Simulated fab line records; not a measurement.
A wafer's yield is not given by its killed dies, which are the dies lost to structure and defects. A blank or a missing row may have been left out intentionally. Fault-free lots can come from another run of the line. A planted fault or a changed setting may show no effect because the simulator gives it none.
A struck lot beside a sound one -- flow n5Finfet -- 15 steps out of a route of 1938
Sound: the wafers L822.3, L822.5, L822.6. Struck: wafer L830.1. (L830.2, L830.5 of the same lot were not struck and are left out.) The cause comes at the end.
Order at every step that has rows: each side's tool, ch and its chambers, its first start. Under that, the readings that differ: sound wafers -- struck wafers -- difference of the means -- sigmas: that difference in standard deviations of wafers without a fault.
alike: readings whose means differ by less than 2 such deviations, and words and numbers that are the same on both sides. not compared: withheld readings, readings that some wafer has no value for, bounds like >300 that may hide the same value, and numbers for which the record gives no deviation and whose values overlap.
A row with sigmas, a row that says differs or no value, or rows on one side alone: a step with any of these is where the two part. Non-overlapping numbers with no deviation appear without sigmas and do not part them. Lack of a reading on every wafer of one side parts them only where that side has two or more wafers.

first, 8 steps without rows for these wafers: N5_BEOL_M3_COAT_62 (time 60 s, resist thk 12 nm); N5_BEOL_M3_COAT_73 (time 60 s, resist thk 5 nm); N5_BEOL_M3_COAT_05 (resist thk 30 nm); N5_BEOL_M3_EBR_07; N5_BEOL_M3_SOFTBAKE_06 (time 60 s); N5_BEOL_M3_EXPOSE_08 (exposes mask M3); N5_BEOL_M3_PEB_09 (peb time 60 s); N5_BEOL_M3_DEVELOP_10 (develop time 30 s).
N5_BEOL_M3_CD_MEAS_11 targets a cd of 17.05 nm.
  sound on cdSem-03 ch 0, day 9 20:55; struck on cdSem-02 ch 0, day 12 03:54
  alike: cdNm
N5_BEOL_M3_OVL_MEAS_12:
  sound on overlay-01 ch 0, day 9 20:58; struck on overlay-02 ch 0, day 12 03:56
  alike: M3_OVL
N5_BEOL_M3_INSPECT_13: inspects for defects (brightfield).
  sound: defectInspect-01 at day 9 21:01; struck: defectInspect-01 at day 12 03:59
  alike: rawDefectCount
N5_BEOL_M3_DESCUM_16: chemistry O2, time 7 s.
  sound on rieDiel-05 ch 2,3, day 9 21:02; struck on rieDiel-05 ch 1, day 12 04:10
  alike: drypumpMotorCurrentA, oesProductAu, rfVppV, showerheadPlenumPTorr, throttleValvePct
  not compared: rfHoursCounterH
N5_BEOL_M3_ETCH_74: etches underlayer in N2/H2, target depth 6.5 nm, time 5.2 s.
  sound on rieDiel-05 ch 2,3, day 9 21:05; struck on rieDiel-05 ch 1, day 12 04:12
reading,sound,struck,difference,sigmas
etchRfOnTimeS (s),5.22 5.21 5.11,7.63,+2.45,+20
  alike: drypumpMotorCurrentA, h2FlowSccm, oesProductAu, rfVppV, showerheadPlenumPTorr, throttleValvePct
  not compared: rfHoursCounterH
N5_BEOL_M3_ETCH_63: etches SiARC in CF4, target depth 15.6 nm, time 26 s.
  sound on rieDiel-05 ch 2,3, day 9 21:05; struck on rieDiel-05 ch 1, day 12 04:13
  alike: drypumpMotorCurrentA, etchRfOnTimeS, oesProductAu, rfVppV, showerheadPlenumPTorr, throttleValvePct
  not compared: rfHoursCounterH
N5_BEOL_M4_RC_MEAS_101:
  sound on prober-01 ch 0, day 10 21:04; struck on prober-01 ch 0, day 13 01:11
reading,sound,struck,difference,sigmas
DIBL_N (mV/V),35.1 34.8 36.6,32.4,-3.1,-2
SS_P (mV/dec),74.0 73.3 74.0,72.3,-1.5,-3
  alike: DIBL_P, IOFF_N, IOFF_P, ION_N, ION_P, SS_N, VT_N, VT_P

== WHERE THEY PART ==
At N5_BEOL_M3_ETCH_74 first; at N5_BEOL_M4_RC_MEAS_101 last (within this record only).

WHY: whatever the simulator had introduced
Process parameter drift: rieDiel-05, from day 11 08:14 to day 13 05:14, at N5_BEOL_M3_ETCH_74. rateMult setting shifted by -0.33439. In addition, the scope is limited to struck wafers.
